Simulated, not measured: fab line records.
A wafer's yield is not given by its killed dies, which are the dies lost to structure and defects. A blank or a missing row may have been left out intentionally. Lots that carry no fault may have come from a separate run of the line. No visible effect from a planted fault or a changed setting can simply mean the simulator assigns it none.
Matching of chambers || flow n5Finfet || N5_HKMG_FIN_NWFM_ALD_20 on aldMetal-01 has 4 sister chambers
The step deposits TiAlC, target thk 2 nm, pulse time 3 s, purge time 2 s. 4 wafers are shown with their chamber, then 8 later ones without.

WAFERS, EACH WITH ITS CHAMBER
{"wafer": "L076.6", "chamber": 0, "heaterPowerW (W)": 489}
{"wafer": "L087.2", "chamber": 2, "heaterPowerW (W)": 432}
{"wafer": "L087.5", "chamber": 1, "heaterPowerW (W)": 425}
{"wafer": "L093.3", "chamber": 3, "heaterPowerW (W)": 435}

WAFERS MISSING THEIR CHAMBER
{"wafer": "L093.4", "heaterPowerW (W)": 444}
{"wafer": "L093.6", "heaterPowerW (W)": 419}
{"wafer": "L096.1", "heaterPowerW (W)": 442}
{"wafer": "L096.5", "heaterPowerW (W)": 418}
{"wafer": "L096.6", "heaterPowerW (W)": 432}
{"wafer": "L097.1", "heaterPowerW (W)": 491}
{"wafer": "L097.2", "heaterPowerW (W)": 423}
{"wafer": "L097.3", "heaterPowerW (W)": 428}

WHICH CHAMBER EACH ONE RAN IN
{"wafer": "L093.4", "from the rows above": "can't be placed: 3 or 2 or 1", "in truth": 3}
{"wafer": "L093.6", "from the rows above": "can't be placed: 1 or 2 or 3", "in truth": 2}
{"wafer": "L096.1", "from the rows above": "can't be placed: 3 or 2 or 1", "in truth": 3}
{"wafer": "L096.5", "from the rows above": "can't be placed: 1 or 2 or 3", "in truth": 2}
{"wafer": "L096.6", "from the rows above": "can't be placed: 2 or 3 or 1", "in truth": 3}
{"wafer": "L097.1", "from the rows above": 0, "in truth": 0}
{"wafer": "L097.2", "from the rows above": "can't be placed: 1 or 2 or 3", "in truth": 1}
{"wafer": "L097.3", "from the rows above": "can't be placed: 1 or 2 or 3", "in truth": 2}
Correctly placed: 1 of 8. From these rows, 7 cannot be placed; in 7 the true chamber is one of the candidates. Placed wrongly: 0.
How it was worked out, from the rows above alone: a wafer's distance from a chamber is the root of the sum, over the readings, of the square of ((its reading less the chamber's mean) divided by the reading's scatter). The wafer belongs to the nearest chamber; if the next one is less than 2 further off, it can't be placed. Each chamber's mean is taken over the wafers shown for it. The scatter (one wafer shown for each chamber): square how far every hidden wafer sits from the nearest shown wafer, average those squares and take the square root.
